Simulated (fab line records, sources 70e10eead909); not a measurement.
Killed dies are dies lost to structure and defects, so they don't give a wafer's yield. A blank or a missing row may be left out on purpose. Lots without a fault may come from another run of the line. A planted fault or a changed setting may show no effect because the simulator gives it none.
Which tool did it? | flow nand_harc | 12 lots, 36 wafers sampled, at 6 steps of a route of 1159

WHAT THE GAUGES READ, wafer by wafer
NHARC_P_M0_THK_MEAS_24: measures by xrf. Usual: thk_nm 118.0 nm, standard deviation 1.6.
lot  | measured     | on            | thk_nm (nm)       | flag
L655 | day 6 00:04  | film_metro-02 | 118.3 116.2 117.4 |
L656 | day 6 06:40  | film_metro-01 | 117.2 117.2 117.4 |
L657 | day 6 13:55  | film_metro-02 | 116.7 117.3 118.2 |
L660 | day 7 09:38  | film_metro-01 | 118.9 118.1 117.8 |
L661 | day 7 19:55  | film_metro-02 | 116.0 116.5 115.8 |
L662 | day 7 21:03  | film_metro-02 | 119.3 117.6 117.8 |
L664 | day 8 10:26  | film_metro-02 | 117.5 118.1 119.5 |
L666 | day 9 05:05  | film_metro-01 | 116.7 115.5 118.7 |
L669 | day 9 20:42  | film_metro-02 | 118.1 118.0 121.8 |
L671 | day 10 03:23 | film_metro-01 | 118.6 118.7 119.1 |
L670 | day 10 04:01 | film_metro-02 | 116.5 118.0 114.7 |
L674 | day 10 22:25 | film_metro-02 | 119.5 119.8 118.2 |

NHARC_P_M1_INSPECT_11. Usual: raw_defect_count 4.3, standard deviation 2.3.
lot  | measured     | on                | raw_defect_count | flag
L655 | day 6 01:36  | defect_inspect-01 | 10 4 2           |
L656 | day 6 08:20  | defect_inspect-02 | 3 2 7            |
L657 | day 6 15:28  | defect_inspect-01 | 1 2 4            |
L660 | day 7 11:17  | defect_inspect-01 | 6 2 6            |
L661 | day 7 21:35  | defect_inspect-02 | 3 5 4            |
L662 | day 7 22:44  | defect_inspect-01 | 3 4 5            |
L664 | day 8 12:07  | defect_inspect-02 | 6 4 6            |
L666 | day 9 06:37  | defect_inspect-01 | 5 4 3            |
L669 | day 9 22:23  | defect_inspect-02 | 4 3 3            |
L671 | day 10 05:04 | defect_inspect-02 | 5 276 312        | OFF
L670 | day 10 05:43 | defect_inspect-02 | 2 3 298          | OFF
L674 | day 11 00:32 | defect_inspect-02 | 2 4 3            |

NHARC_END_SORT_01. Usual: defect_limited_yield 95.1 %, standard deviation 1.3; killed_at_array 29, standard deviation 8.4; killed_at_other 0.7, standard deviation 1.2; killed_at_periphery 3.8, standard deviation 2.1; killed_dies 33, standard deviation 9; killed_open 3.4, standard deviation 2; killed_short 2.1, standard deviation 1.4; sort_bin_2_pct 1.5 %, standard deviation 0.56; sort_bin_3_pct 0.26 %, standard deviation 0.2; sort_bin_4_pct 3.1 %, standard deviation 0.91; sort_n_pass 644, standard deviation 9; sort_rim_yield_pct 96.2 %, standard deviation 2.2; sort_yield_pct 95.1 %, standard deviation 1.3.
lot  | measured     | on        | defect_limited_yield (%) | killed_at_array | killed_at_other | killed_at_periphery | killed_dies | killed_open | killed_short | sort_bin_2_pct (%) | sort_bin_3_pct (%) | sort_bin_4_pct (%) | sort_n_pass | sort_rim_yield_pct (%) | sort_yield_pct (%) | flag
L666 | day 22 22:43 | prober-01 | 96.0 95.6 95.1           | 22 29 30        | 3 0 2           | 2 1 1               | 27 30 33    | 3 1 3       | 0 0 2        | 1.2 1.5 1.2        | 0 0 0.15           | 2.8 3.0 3.5        | 650 647 644 | 93.4 96.2 93.4         | 96.0 95.6 95.1     |
L669 | day 23 08:51 | prober-02 | 96.0 95.7 94.4           | 26 26 35        | 0 0 0           | 1 3 3               | 27 29 38    | 1 3 4       | 0 2 4        | 1.3 1.5 1.8        | 0 0.15 0.74        | 2.7 2.7 3.1        | 650 648 639 | 97.2 96.2 95.3         | 96.0 95.7 94.4     |
L671 | day 23 14:29 | prober-01 | 94.5 85.4 83.8           | 32 26 29        | 0 3 2           | 5 70 79             | 37 99 110   | 6 1 4       | 2 1 2        | 1.9 5.5 6.5        | 0.30 2.66 3.25     | 3.2 6.5 6.5        | 640 578 567 | 92.5 92.5 94.3         | 94.5 85.4 83.8     | OFF
L670 | day 23 15:04 | prober-02 | 96.3 96.3 86.7           | 16 16 14        | 6 7 1           | 3 2 75              | 25 25 90    | 4 6 4       | 0 2 2        | 1.0 1.3 6.8        | 0.30 0.15 1.62     | 2.4 2.2 4.9        | 652 652 587 | 93.4 94.3 97.2         | 96.3 96.3 86.7     | OFF

WHICH TOOL RAN EACH LOT (tool, then ch and the chambers of the sampled wafers, then the start)
lot  | NHARC_P_M0_PRE_CLEAN_31         | NHARC_P_M1_STRIP_18               | NHARC_P_M1_DEGAS_29
L655 | pecvd-02 ch 0,1,2, day 6 00:17  | rie_diel-04 ch 1,2,3, day 6 02:04 | pvd_sputter-02, day 6 02:41
L656 | pecvd-01 ch 1,2, day 6 06:55    | rie_diel-04 ch 2,3, day 6 08:47   | pvd_sputter-02, day 6 09:26
L657 | pecvd-03 ch 0,1, day 6 14:10    | rie_diel-11 ch 1,2,3, day 6 15:58 | pvd_sputter-03, day 6 16:34
L660 | pecvd-03 ch 0,1,2, day 7 09:52  | rie_diel-10 ch 1,2,3, day 7 11:43 | pvd_sputter-02, day 7 12:25
L661 | pecvd-03 ch 0,1,2, day 7 20:08  | rie_diel-04 ch 1,2,3, day 7 22:02 | pvd_sputter-03, day 7 22:39
L662 | pecvd-03 ch 0,1,2, day 7 21:17  | rie_diel-10 ch 1,3, day 7 23:10   | pvd_sputter-03, day 7 23:53
L664 | pecvd-03 ch 0,2, day 8 10:41    | rie_diel-11 ch 2,3, day 8 12:34   | pvd_sputter-02, day 8 13:11
L666 | pecvd-02 ch 1,2, day 9 05:19    | rie_diel-10 ch 0,1,2, day 9 07:03 | pvd_sputter-03, day 9 07:42
L669 | pecvd-01 ch 0,1,2, day 9 20:58  | rie_diel-04 ch 1,2,3, day 9 22:54 | pvd_sputter-03, day 9 23:29
L671 | pecvd-02 ch 1,2, day 10 03:37   | rie_diel-04 ch 0,1, day 10 05:31  | pvd_sputter-03, day 10 06:09
L670 | pecvd-02 ch 0,2, day 10 04:14   | rie_diel-04 ch 2,3, day 10 06:10  | pvd_sputter-01, day 10 06:48
L674 | pecvd-03 ch 0,1,2, day 10 22:56 | rie_diel-10 ch 1,2, day 11 01:01  | pvd_sputter-03, day 11 01:37
- NHARC_P_M0_PRE_CLEAN_31: time 12 s.
- NHARC_P_M1_STRIP_18: strips in N2/H2.
- NHARC_P_M1_DEGAS_29: time 60 s.

WHAT THE TOOLS THEMSELVES READ (means of the sampled wafers that have a number; where no wafer has one, the mark that the record gives instead)
NHARC_P_M0_PRE_CLEAN_31. Usual: heater_power_w 611 W, standard deviation 62.
lot  | tool     | heater_power_w (W) | flag
L655 | pecvd-02 | 587                |
L656 | pecvd-01 | 637                |
L657 | pecvd-03 | 583                |
L660 | pecvd-03 | 594                |
L661 | pecvd-03 | 594                |
L662 | pecvd-03 | 574                |
L664 | pecvd-03 | 571                |
L666 | pecvd-02 | 598                |
L669 | pecvd-01 | 584                |
L671 | pecvd-02 | 623                |
L670 | pecvd-02 | 692                |
L674 | pecvd-03 | 596                |

NHARC_P_M1_STRIP_18. Usual: drypump_motor_current_A 5.6 A, standard deviation 0.34; oes_product_au 1.003 a.u., standard deviation 0.0096; rf_vpp_V 90.9 V, standard deviation 1; showerhead_plenum_p_Torr 2.08 Torr, standard deviation 0.088; throttle_valve_pct 14.171 %, standard deviation 0.0089.
lot  | tool        | drypump_motor_current_A (A) | oes_product_au (a.u.) | rf_vpp_V (V) | showerhead_plenum_p_Torr (Torr) | throttle_valve_pct (%) | flag
L655 | rie_diel-04 | 6.0                         | 1.009                 | 91.3         | 2.14                            | 14.168                 |
L656 | rie_diel-04 | 6.1                         | 1.010                 | 90.8         | 2.12                            | 14.175                 |
L657 | rie_diel-11 | 5.3                         | 1.004                 | 89.6         | 2.03                            | 14.169                 |
L660 | rie_diel-10 | 5.3                         | 1.005                 | 90.8         | 2.04                            | 14.175                 |
L661 | rie_diel-04 | 6.0                         | 1.006                 | 91.4         | 2.14                            | 14.170                 |
L662 | rie_diel-10 | 5.4                         | 1.001                 | 90.6         | 2.03                            | 14.173                 |
L664 | rie_diel-11 | 5.3                         | 0.997                 | 91.7         | 2.09                            | 14.174                 |
L666 | rie_diel-10 | 5.3                         | 1.006                 | 89.6         | 2.06                            | 14.169                 |
L669 | rie_diel-04 | 6.0                         | 1.001                 | 91.6         | 2.14                            | 14.172                 |
L671 | rie_diel-04 | 5.7                         | 0.994                 | 91.4         | 2.18                            | 14.179                 |
L670 | rie_diel-04 | 5.8                         | 1.000                 | 91.0         | 2.10                            | 14.179                 |
L674 | rie_diel-10 | 5.2                         | 1.005                 | 90.9         | 2.11                            | 14.177                 |

NHARC_P_M1_DEGAS_29. Usual: heater_power_w 351 W, standard deviation 39.
lot  | tool           | heater_power_w (W) | flag
L655 | pvd_sputter-02 | 413                |
L656 | pvd_sputter-02 | 372                |
L657 | pvd_sputter-03 | 317                |
L660 | pvd_sputter-02 | 369                |
L661 | pvd_sputter-03 | 329                |
L662 | pvd_sputter-03 | 347                |
L664 | pvd_sputter-02 | 391                |
L666 | pvd_sputter-03 | 332                |
L669 | pvd_sputter-03 | 320                |
L671 | pvd_sputter-03 | 349                |
L670 | pvd_sputter-01 | 347                |
L674 | pvd_sputter-03 | 336                |

THE ANSWER, worked out from the rows above alone
Rule: a lot is off if the mean of its wafers that have a number lies more than 3 standard deviations from the usual mean. A lot without any number at a reading at which 4 lots or more have one is off too. The other lots that the step has rows for count as sound. The gauges are gone through in route order, then the tools' own readings, and for those a lot's mean is taken as printed above. The first step at which some lot is off is used, and at that step the reading that is off furthest; a lot without a number counts as furthest.
Off: L671, L670, at NHARC_P_M1_INSPECT_11 (raw_defect_count).
A tool fits if, at a process step before that reading, it ran every lot that is off, and no sound lot after the first of them. The gauges at NHARC_P_M1_INSPECT_11 aren't tried: what is off there is off at NHARC_END_SORT_01 too, on other tools, and a gauge's error can't cause that. One fits: pecvd-02 at NHARC_P_M0_PRE_CLEAN_31. Its last sound lot is L666 (day 9 05:19), its first lot that is off L671 (day 10 03:37): a fault that began between those two fits.

WHAT THE SIMULATOR HAD PUT IN
Chamber particle source: pecvd-02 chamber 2, from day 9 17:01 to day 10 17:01, at NHARC_P_M0_PRE_CLEAN_31. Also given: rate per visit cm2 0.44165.
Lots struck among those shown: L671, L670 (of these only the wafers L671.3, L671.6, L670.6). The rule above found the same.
